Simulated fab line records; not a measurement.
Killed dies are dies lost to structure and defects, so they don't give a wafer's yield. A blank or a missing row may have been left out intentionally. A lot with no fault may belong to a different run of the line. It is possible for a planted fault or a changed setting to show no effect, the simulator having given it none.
fab line records	flow n5Finfet	part 1 of 2: steps 1 to 4 of 6
[record] lots = 22	wafers = 66	lastDay = 18
route steps=1938 shown HKMG_FIN@400 GATE_CUT@465
lots that met no fault: taken from a fault-free run of the same line
startH: hours from the record's opening day to when the first of the lot's shown wafers began	waitH: hours from the lot's prior step to this one	" as in the row above	L1.1+2: a row that stands for several wafers	- either no value or no given start	* or withheld: withheld	< > ~ a bound
route shown NAME@n: names a module that has steps shown in the file, with the first one's number in the route	usual: the fault-free wafers' mean and standard deviation	same: alike in all rows	chamber/n: place in a boat	sites: each site's reading	_std_site: how widely they spread, as a standard deviation	_edge_site: outer sites' mean less inner sites'	radiusMm: how far each site lies from the wafer's centre	mask NAME#n: copy n	behind: the last tool/chamber to shape the wafer	hold: why the lot was held/for how many hours/how that ended	device: names the non-switching transistor (n, p or np)	end of line: the route-end tests of the same wafers	step lacking rows: just its recipe	killed: dies lost to structure and defects at the first sort, not the wafer's yield	map: dies across one wafer; x = killed, . = not, _ = none there
set.NAME: the setting the step ran with; set.NAME@STEP: the setting that earlier step ran with	model.NAME: the simulator's own value behind a step, which no gauge read
steps of the route over a sample of lots; a table a step, a row a wafer
services: a tool's chamber out of use, with start hour (startH, from the record's first day; less than 0 if before it), hours out, and reason
[[steps]]
[step N5_HKMG_FIN_INSPECT_61]
[recipe] mode = adi	inspectInstrument = macro
[usual] rawDefectCount = 1.8/1.3
lot.wafer	tool	chamber	startH	waitH	rawDefectCount
L074.2	defectInspect-01	-	70.92	0.0	2
L074.3	"	-	"	"	3
L074.4	"	-	"	"	0
L075.1	defectInspect-01	-	77.94	0.0	0
L075.3	"	-	"	"	1
L075.5	"	-	"	"	3
L076.1	defectInspect-02	-	82.57	0.0	4
L076.2	"	-	"	"	2
L076.5	"	-	"	"	3
L077.1	defectInspect-02	-	88.08	0.0	0
L077.2	"	-	"	"	1
L077.3	"	-	"	"	3
L078.3	defectInspect-01	-	99.49	0.0	1
L078.5	"	-	"	"	6
L078.6	"	-	"	"	1
L079.1	defectInspect-01	-	106.70	0.0	1
L079.4	"	-	"	"	2
L079.6	"	-	"	"	4
L080.2	defectInspect-01	-	109.07	0.0	1
L080.4	"	-	"	"	1
L080.5	"	-	"	"	0
L081.1	defectInspect-02	-	118.61	0.0	1
L081.2	"	-	"	"	3
L081.3	"	-	"	"	0
L082.1	defectInspect-01	-	123.18	0.0	4
L082.3	"	-	"	"	3
L082.6	"	-	"	"	1
L083.2	defectInspect-02	-	125.42	0.0	1
L083.5	"	-	"	"	0
L083.6	"	-	"	"	5
L084.3	defectInspect-01	-	135.09	0.0	1
L084.5	"	-	"	"	1
L084.6	"	-	"	"	4
L085.1	defectInspect-01	-	138.20	0.0	1
L085.2	"	-	"	"	2
L085.5	"	-	"	"	2
L086.1	defectInspect-02	-	146.58	0.0	5
L086.3	"	-	"	"	1
L086.4	"	-	"	"	1
L088.2	defectInspect-01	-	155.90	0.0	2
L088.5	"	-	"	"	2
L088.6	"	-	"	"	0
L089.2	defectInspect-02	-	161.90	0.0	2
L089.3	"	-	"	"	3
L089.6	"	-	"	"	3
L090.1	defectInspect-01	-	168.04	0.0	1
L090.2	"	-	"	"	3
L090.3	"	-	"	"	2
L091.2	defectInspect-01	-	173.94	0.0	1
L091.4	"	-	"	"	1
L091.5	"	-	"	"	2
L093.1	defectInspect-01	-	188.17	0.0	1
L093.3	"	-	"	"	1
L093.5	"	-	"	"	1
L094.1	defectInspect-02	-	193.04	0.0	5
L094.2	"	-	"	"	1
L094.5	"	-	"	"	0
L095.2	defectInspect-02	-	198.60	0.0	3
L095.3	"	-	"	"	5
L095.5	"	-	"	"	0
L096.2	defectInspect-01	-	205.35	0.0	4
L096.4	"	-	"	"	3
L096.6	"	-	"	"	3
L097.2	defectInspect-01	-	212.90	0.0	2
L097.3	"	-	"	"	0
L097.6	"	-	"	"	3
[step N5_HKMG_FIN_STRIP_93]
[recipe] chemistry = N2/H2	material = SOC	timeS = 20	powerW = 500	tempC = 40	pressureMtorr = 50	rfFrequencyHz = 6e+07	biasPowerW = 8	h2Frac = 0.5	n2FlowSccm = 300	h2FlowSccm = 300
[usual] drypumpMotorCurrentA = 5.7/0.57	oesProductAu = 0.82/0.089	powerW = 500.0/1.5	rfVppV = 54.0/0.86	showerheadPlenumPTorr = 3.29/0.071	throttleValvePct = 19.1/0.33
lot.wafer	tool	chamber	startH	waitH	drypumpMotorCurrentA	oesProductAu	powerW	rfHoursCounterH	rfVppV	showerheadPlenumPTorr	throttleValvePct
L074.2	rieDiel-06	1	71.68	0.2	4.9	0.86	497.5	56	53.4	3.29	18.9
L074.3	"	0	"	"	5.2	0.90	498.4	22	55.4	3.30	19.2
L074.4	"	2	"	"	5.4	0.74	499.0	184	53.2	3.22	19.5
L075.1	rieDiel-04	1	78.70	0.2	6.1	0.94	502.0	17	54.4	3.30	18.5
L075.3	"	3	"	"	5.7	0.93	501.2	27	55.6	3.27	19.2
L075.5	"	3	"	"	5.7	0.93	501.9	-	54.9	3.27	19.2
L076.1	rieDiel-04	1	83.33	0.2	6.1	0.95	503.3	19	55.8	3.30	18.5
L076.2	"	3	"	"	5.6	0.93	498.7	29	55.8	3.27	19.2
L076.5	"	0	"	"	5.5	0.79	500.0	-	54.9	3.25	18.9
L077.1	rieDiel-03	3	88.85	0.2	6.6	0.67	498.2	251	54.7	3.16	19.0
L077.2	"	1	"	"	6.6	0.71	501.3	194	54.3	3.22	19.8
L077.3	"	0	"	"	5.0	0.96	501.7	4	52.8	3.44	19.0
L078.3	rieDiel-04	3	100.25	0.2	5.7	0.91	502.4	35	54.7	3.27	19.2
L078.5	"	0	"	"	5.5	0.77	498.1	-	54.2	3.24	19.0
L078.6	"	3	"	"	5.6	0.92	500.5	-	53.6	3.27	19.2
L079.1	rieDiel-06	1	107.69	0.2	4.9	0.84	498.4	67	53.9	3.28	18.9
L079.4	"	3	"	"	6.7	0.69	498.3	242	53.3	3.30	19.2
L079.6	"	1	"	"	4.8	0.84	497.8	-	53.0	3.28	18.9
L080.2	rieDiel-06	3	109.83	0.2	6.7	0.69	501.5	242	52.8	3.30	19.2
L080.4	"	0	"	"	5.2	0.87	496.4	35	54.4	3.29	19.3
L080.5	"	2	"	"	5.4	0.73	501.6	-	53.8	3.22	19.6
L081.1	rieDiel-04	1	119.40	0.2	6.2	0.90	498.8	33	54.9	3.29	18.6
L081.2	"	0	"	"	5.5	0.75	499.7	123	54.0	3.24	19.0
L081.3	"	3	"	"	5.7	0.89	499.7	42	54.0	3.26	19.2
L082.1	rieDiel-04	3	123.94	0.2	5.7	0.89	500.7	44	53.6	3.26	19.2
L082.3	"	0	"	"	5.5	0.76	500.4	125	54.7	3.24	19.0
L082.6	"	3	"	"	5.7	0.90	500.8	-	53.8	3.26	19.2
L083.2	rieDiel-04	3	126.18	0.2	5.7	0.90	501.6	45	53.8	3.26	19.2
L083.5	"	3	"	"	5.7	0.90	500.1	-	54.9	3.26	19.2
L083.6	"	2	"	"	5.9	0.72	498.2	-	54.1	3.33	19.3
L084.3	rieDiel-04	1	135.85	0.2	6.1	0.91	500.1	34	53.6	3.29	18.5
L084.5	"	3	"	"	5.7	0.89	501.1	-	53.9	3.26	19.3
L084.6	"	2	"	"	5.9	0.73	498.4	-	54.5	3.33	19.3
L085.1	rieDiel-06	0	138.96	0.2	5.2	0.85	498.9	46	53.9	3.29	19.3
L085.2	"	2	"	"	5.4	0.73	496.6	207	53.7	3.21	19.6
L085.5	"	0	"	"	5.2	0.86	498.2	-	52.2	3.29	19.3
L086.1	rieDiel-04	0	147.34	0.2	5.5	0.75	501.1	133	55.1	3.23	19.0
L086.3	"	2	"	"	5.9	0.71	501.7	215	53.4	3.33	19.3
L086.4	"	3	"	"	5.7	0.88	500.2	53	54.1	3.26	19.3
L088.2	rieDiel-04	1	156.66	0.2	6.1	0.90	501.6	42	52.8	3.29	18.6
L088.5	"	2	"	"	5.9	0.71	499.5	-	53.9	3.33	19.3
L088.6	"	1	"	"	6.1	0.90	498.9	-	55.1	3.29	18.6
L089.2	rieDiel-06	1	162.88	0.2	4.9	0.81	501.7	89	54.0	3.27	18.9
L089.3	"	2	"	"	5.4	0.72	499.0	218	54.3	3.20	19.6
L089.6	"	3	"	"	6.7	0.97	497.9	-	53.8	3.29	18.9
L090.1	rieDiel-04	1	169.17	0.2	6.1	0.87	498.4	47	53.3	3.28	18.6
L090.2	"	2	"	"	5.9	0.70	501.1	225	54.4	3.32	19.3
L090.3	"	3	"	"	5.7	0.87	500.0	62	53.3	3.25	19.3
L091.2	rieDiel-03	2	174.70	0.2	4.8	0.89	499.5	30	54.6	3.31	18.9
L091.4	"	3	"	"	6.5	0.90	501.5	19	54.4	3.55	18.5
L091.5	"	1	"	"	6.6	0.69	500.6	-	54.7	3.20	19.9
L093.1	rieDiel-06	0	188.93	0.2	5.2	0.82	499.0	65	53.9	3.28	19.3
L093.3	"	1	"	"	4.9	0.81	496.3	97	52.1	3.26	19.0
L093.5	"	3	"	"	6.7	0.94	500.6	-	54.7	3.29	18.9
L094.1	rieDiel-03	1	193.89	0.2	6.6	0.68	501.3	234	54.3	3.20	19.9
L094.2	"	0	"	"	5.0	0.87	501.6	44	56.0	3.41	19.0
L094.5	"	1	"	"	6.6	0.68	497.5	-	55.3	3.20	19.9
L095.2	rieDiel-06	3	199.43	0.2	6.7	0.92	497.8	19	53.6	3.29	18.9
L095.3	"	2	"	"	5.4	0.70	498.8	231	54.7	3.20	19.6
L095.5	"	3	"	"	6.7	0.93	498.9	-	54.8	3.29	18.9
L096.2	rieDiel-06	0	206.11	0.2	5.2	0.83	500.6	72	53.7	3.27	19.3
L096.4	"	3	"	"	6.7	0.92	498.7	21	53.7	3.29	18.9
L096.6	"	2	"	"	5.4	0.69	500.3	-	54.5	3.20	19.6
L097.2	rieDiel-04	3	213.66	0.2	5.7	0.84	498.9	77	53.6	3.25	19.3
L097.3	"	2	"	"	5.9	0.69	498.2	240	54.1	3.31	19.3
L097.6	"	3	"	"	5.7	0.85	498.8	-	54.5	3.25	19.3
[step N5_HKMG_FIN_ETCH_31]
[recipe] chemistry = CF4	target = SiARC	targetDepthA = 455	maskMaterial = CAR-ArF	timeS = 75.8	ionEnergyEv = 80	pressureMtorr = 40	sourceW = 545	biasW = 36	Ar_flow_sccm = 100	cf4FlowSccm = 100	ends = cleared
[usual] biasW = 36.03/0.1	drypumpMotorCurrentA = 5.7/0.64	etchRfOnTimeS = 75.4/1.9	oesProductAu = 0.70/0.086	rfVppV = 183.6/1.1	showerheadPlenumPTorr = 2.10/0.054	throttleValvePct = 15.63/0.23
lot.wafer	tool	chamber	startH	waitH	biasW	drypumpMotorCurrentA	etchRfOnTimeS	oesProductAu	rfHoursCounterH	rfVppV	showerheadPlenumPTorr	throttleValvePct
L074.2	rieDiel-03	2	74.25	0.0	36.01	4.8	75.4	0.59	253	184.1	2.10	15.62
L074.3	"	1	"	"	35.99	6.6	76.7	0.61	186	182.3	2.05	15.81
L074.4	"	2	"	"	35.85	4.8	76.3	0.58	-	184.2	2.10	15.63
L075.1	rieDiel-04	1	81.37	0.0	36.12	6.2	71.5	0.80	18	184.5	2.10	15.33
L075.3	"	2	"	"	36.03	5.9	74.0	0.62	189	182.4	2.14	15.84
L075.5	"	0	"	"	36.12	5.5	76.4	0.67	-	183.2	2.07	15.56
L076.1	rieDiel-03	1	86.54	0.0	35.88	6.5	76.5	0.60	192	181.9	2.05	15.85
L076.2	"	3	"	"	36.05	6.5	78.1	0.58	249	182.3	2.03	15.79
L076.5	"	1	"	"	35.81	6.5	77.0	0.60	-	184.8	2.05	15.84
L077.1	rieDiel-04	0	91.57	0.0	36.10	5.5	76.6	0.66	113	181.6	2.07	15.58
L077.2	"	2	"	"	36.16	5.9	74.3	0.61	192	183.9	2.14	15.84
L077.3	"	3	"	"	36.26	5.6	74.0	0.77	32	183.1	2.11	15.70
L078.3	rieDiel-06	0	103.00	0.0	36.07	5.2	76.8	0.75	32	185.0	2.11	15.55
L078.5	"	3	"	"	35.90	6.7	78.7	0.59	-	183.2	2.11	15.95
L078.6	"	0	"	"	36.00	5.2	76.9	0.75	-	184.7	2.11	15.56
L079.1	rieDiel-03	2	110.38	0.0	35.88	4.8	73.4	0.84	5	184.1	2.10	15.12
L079.4	"	2	"	"	35.77	4.8	74.0	0.83	-	182.6	2.10	15.13
L079.6	"	0	"	"	36.07	5.0	75.1	0.79	-	184.1	2.19	15.64
L080.2	rieDiel-03	0	112.99	0.0	35.98	5.0	75.4	0.80	15	184.9	2.19	15.64
L080.4	"	2	"	"	35.99	4.8	73.9	0.83	-	183.7	2.10	15.10
L080.5	"	0	"	"	36.12	5.0	75.4	0.80	-	185.9	2.19	15.66
L081.1	rieDiel-03	3	121.95	0.0	36.08	6.5	74.0	0.85	0	186.5	2.28	15.23
L081.2	"	0	"	"	35.94	5.0	75.3	0.79	19	184.3	2.19	15.66
L081.3	"	1	"	"	35.95	6.5	76.9	0.59	209	181.4	2.04	15.86
L082.1	rieDiel-06	3	126.62	0.0	36.12	6.7	79.0	0.58	247	183.8	2.10	15.96
L082.3	"	0	"	"	36.22	5.2	76.9	0.74	40	182.4	2.11	15.55
L082.6	"	1	"	"	36.14	4.8	75.7	0.71	-	183.5	2.08	15.56
L083.2	rieDiel-03	0	128.93	0.0	36.14	5.0	75.1	0.78	21	185.1	2.19	15.66
L083.5	"	3	"	"	35.93	6.5	73.4	0.84	-	185.9	2.28	15.27
L083.6	"	2	"	"	36.08	4.8	74.4	0.81	-	182.4	2.10	15.14
L084.3	rieDiel-03	2	138.61	0.0	36.14	4.8	73.7	0.80	16	184.1	2.10	15.14
L084.5	"	0	"	"	36.06	5.0	75.3	0.78	-	185.4	2.19	15.67
L084.6	"	3	"	"	35.81	6.5	73.2	0.82	-	186.4	2.28	15.26
L085.1	rieDiel-06	1	141.80	0.0	36.02	4.9	75.8	0.71	80	182.0	2.08	15.58
L085.2	"	2	"	"	36.10	5.4	77.0	0.62	209	182.4	2.04	15.85
L085.5	"	0	"	"	36.11	5.2	76.8	0.73	-	183.7	2.11	15.59
L086.1	rieDiel-04	2	150.15	0.0	36.13	5.8	74.6	0.60	215	184.8	2.13	15.88
L086.3	"	1	"	"	36.04	6.1	71.9	0.76	39	183.7	2.09	15.34
L086.4	"	1	"	"	36.05	6.1	71.7	0.76	-	184.2	2.10	15.36
L088.2	rieDiel-04	3	159.51	0.0	36.08	5.6	72.9	0.74	58	184.1	2.10	15.78
L088.5	"	2	"	"	36.12	5.8	73.8	0.60	-	183.5	2.13	15.89
L088.6	"	1	"	"	36.01	6.1	72.2	0.75	-	182.9	2.09	15.37
L089.2	rieDiel-04	1	165.71	0.0	35.98	6.1	71.4	0.75	46	183.6	2.09	15.37
L089.3	"	0	"	"	36.08	5.5	75.9	0.64	135	183.3	2.06	15.61
L089.6	"	2	"	"	35.77	5.8	74.8	0.60	-	184.4	2.13	15.91
L090.1	rieDiel-04	1	171.93	0.0	35.97	6.1	72.6	0.74	48	183.0	2.09	15.39
L090.2	"	0	"	"	35.98	5.5	75.8	0.64	138	182.9	2.06	15.61
L090.3	"	3	"	"	35.89	5.7	73.7	0.73	63	183.4	2.10	15.78
L091.2	rieDiel-06	3	177.39	0.0	36.08	6.7	78.3	0.81	11	182.5	2.10	15.49
L091.4	"	2	"	"	35.93	5.3	77.7	0.60	224	181.8	2.04	15.86
L091.5	"	3	"	"	36.25	6.7	77.6	0.81	-	184.0	2.10	15.50
L093.1	rieDiel-06	3	191.64	0.0	36.08	6.7	76.8	0.80	16	182.6	2.10	15.51
L093.3	"	1	"	"	36.00	4.8	74.3	0.70	98	183.2	2.07	15.60
L093.5	"	3	"	"	36.07	6.7	77.4	0.80	-	183.0	2.10	15.50
L094.1	rieDiel-06	3	196.46	0.0	36.01	6.7	77.2	0.79	18	184.3	2.10	15.50
L094.2	"	0	"	"	35.94	5.2	76.4	0.71	68	183.7	2.10	15.62
L094.5	"	2	"	"	35.96	5.4	76.8	0.60	-	183.5	2.04	15.89
L095.2	rieDiel-06	0	202.38	0.0	36.05	5.2	76.6	0.70	70	183.6	2.10	15.64
L095.3	"	2	"	"	35.96	5.4	78.3	0.60	232	182.4	2.03	15.89
L095.5	"	1	"	"	36.02	4.8	74.7	0.69	-	183.1	2.07	15.62
L096.2	rieDiel-06	2	209.09	0.0	36.27	5.4	78.4	0.60	234	182.3	2.03	15.91
L096.4	"	3	"	"	35.94	6.7	77.7	0.78	22	183.8	2.10	15.54
L096.6	"	2	"	"	36.24	5.4	77.7	0.60	-	182.7	2.03	15.89
L097.2	rieDiel-04	2	216.21	0.0	36.04	5.8	74.0	0.59	241	181.4	2.12	15.92
L097.3	"	3	"	"	36.01	5.7	72.6	0.72	78	182.5	2.10	15.81
L097.6	"	2	"	"	35.97	5.8	73.6	0.59	-	183.3	2.12	15.92
[step N5_GATE_CUT_ETCHBACK_00]
[recipe] chemistry = SF6/Cl2	target = W	pressureMtorr = 8	icpW = 900	biasW = 80	SF6_flow_sccm = 40	Cl2_flow_sccm = 60
[usual] biasW = 79.97/0.26	drypumpMotorCurrentA = 5.9/0.35	oesProductAu = 0.77/0.12	throttleValvePct = 27.6/0.3
lot.wafer	tool	chamber	startH	waitH	biasW	drypumpMotorCurrentA	oesProductAu	rfHoursCounterH	throttleValvePct
L074.2	rieMetal-03	1	78.77	0.0	79.58	5.5	0.75	61	27.7
L074.3	"	0	"	"	80.10	5.7	0.64	-	27.8
L074.4	"	1	"	"	79.70	5.5	0.75	-	27.7
L075.1	rieMetal-02	1	85.76	0.0	79.90	6.5	0.75	65	27.5
L075.3	"	0	"	"	79.73	6.3	0.58	-	28.0
L075.5	"	1	"	"	79.75	6.5	0.74	-	27.5
L076.1	rieMetal-01	0	90.95	0.0	80.17	5.7	0.98	1	27.0
L076.2	"	1	"	"	79.96	6.1	0.90	11	27.7
L076.5	"	1	"	"	79.52	6.1	0.90	-	27.7
L077.1	rieMetal-03	1	95.95	0.0	79.90	5.5	0.75	62	27.7
L077.2	"	0	"	"	79.76	5.6	0.64	115	27.8
L077.3	"	0	"	"	79.58	5.6	0.64	-	27.8
L078.3	rieMetal-02	1	107.62	0.1	80.29	6.5	0.74	-	27.4
L078.5	"	0	"	"	80.24	6.3	0.58	-	28.0
L078.6	"	1	"	"	79.85	6.5	0.73	-	27.4
L079.1	rieMetal-03	0	114.93	0.0	79.61	5.7	0.64	117	27.8
L079.4	"	1	"	"	80.01	5.5	0.74	-	27.7
L079.6	"	1	"	"	79.74	5.5	0.75	-	27.8
L080.2	rieMetal-02	1	117.73	0.1	80.45	6.5	0.72	-	27.5
L080.4	"	1	"	"	80.18	6.5	0.73	-	27.4
L080.5	"	1	"	"	80.28	6.5	0.73	-	27.4
L081.1	rieMetal-01	0	126.37	0.0	80.03	5.7	0.96	3	27.0
L081.2	"	1	"	"	80.06	6.1	0.90	13	27.7
L081.3	"	1	"	"	79.90	6.0	0.90	-	27.8
L082.1	rieMetal-01	1	131.00	0.0	80.48	6.1	0.89	14	27.8
L082.3	"	1	"	"	79.81	6.1	0.90	-	27.7
L082.6	"	0	"	"	79.93	5.7	0.95	-	27.0
L083.2	rieMetal-02	1	133.43	0.0	79.91	6.5	0.73	72	27.5
L083.5	"	0	"	"	79.88	6.3	0.98	-	27.6
L083.6	"	1	"	"	80.27	6.5	0.72	-	27.5
L084.3	rieMetal-01	1	143.12	0.1	80.05	6.1	0.89	-	27.7
L084.5	"	1	"	"	79.67	6.1	0.88	-	27.7
L084.6	"	0	"	"	79.97	5.7	0.95	-	27.0
L085.1	rieMetal-01	0	146.31	0.0	79.91	5.7	0.94	4	27.0
L085.2	"	1	"	"	79.98	6.1	0.90	15	27.8
L085.5	"	0	"	"	79.90	5.7	0.93	-	27.0
L086.1	rieMetal-03	0	154.56	0.0	79.86	5.6	0.63	120	27.8
L086.3	"	1	"	"	80.05	5.5	0.73	-	27.8
L086.4	"	0	"	"	79.82	5.6	0.63	-	27.8
L088.2	rieMetal-03	0	164.22	0.0	79.94	5.6	0.63	121	27.8
L088.5	"	1	"	"	80.29	5.5	0.73	-	27.7
L088.6	"	0	"	"	80.23	5.7	0.63	-	27.8
L089.2	rieMetal-03	0	170.15	0.0	79.86	5.7	0.63	122	27.8
L089.3	"	1	"	"	79.89	5.5	0.73	-	27.7
L089.6	"	0	"	"	79.80	5.7	0.63	-	27.8
L090.1	rieMetal-01	1	176.63	0.0	79.92	6.1	0.86	18	27.8
L090.2	"	0	"	"	80.08	5.7	0.91	7	27.0
L090.3	"	0	"	"	79.84	5.7	0.91	-	27.0
L091.2	rieMetal-03	0	181.82	0.0	79.66	5.7	0.63	123	27.8
L091.4	"	0	"	"	80.08	5.6	0.63	-	27.8
L091.5	"	0	"	"	79.79	5.7	0.63	-	27.8
L093.1	rieMetal-03	1	196.07	0.0	79.99	5.5	0.72	70	27.8
L093.3	"	0	"	"	79.66	5.7	0.63	-	27.8
L093.5	"	0	"	"	79.83	5.6	0.63	-	27.8
L094.1	rieMetal-02	0	200.85	0.0	79.53	6.3	0.89	10	27.6
L094.2	"	1	"	"	79.87	6.5	0.71	76	27.5
L094.5	"	1	"	"	79.76	6.5	0.72	-	27.5
L095.2	rieMetal-03	0	206.77	0.0	79.86	5.7	0.63	125	27.8
L095.3	"	1	"	"	80.13	5.5	0.72	-	27.7
L095.5	"	0	"	"	79.49	5.7	0.63	-	27.8
L096.2	rieMetal-03	0	213.48	0.0	80.03	5.7	0.62	125	27.8
L096.4	"	1	"	"	79.82	5.5	0.70	-	27.8
L096.6	"	0	"	"	80.25	5.7	0.62	-	27.8
L097.2	rieMetal-01	0	220.64	0.0	79.87	5.7	0.88	11	27.0
L097.3	"	0	"	"	80.47	5.7	0.89	-	27.0
L097.6	"	1	"	"	79.72	6.1	0.85	-	27.8
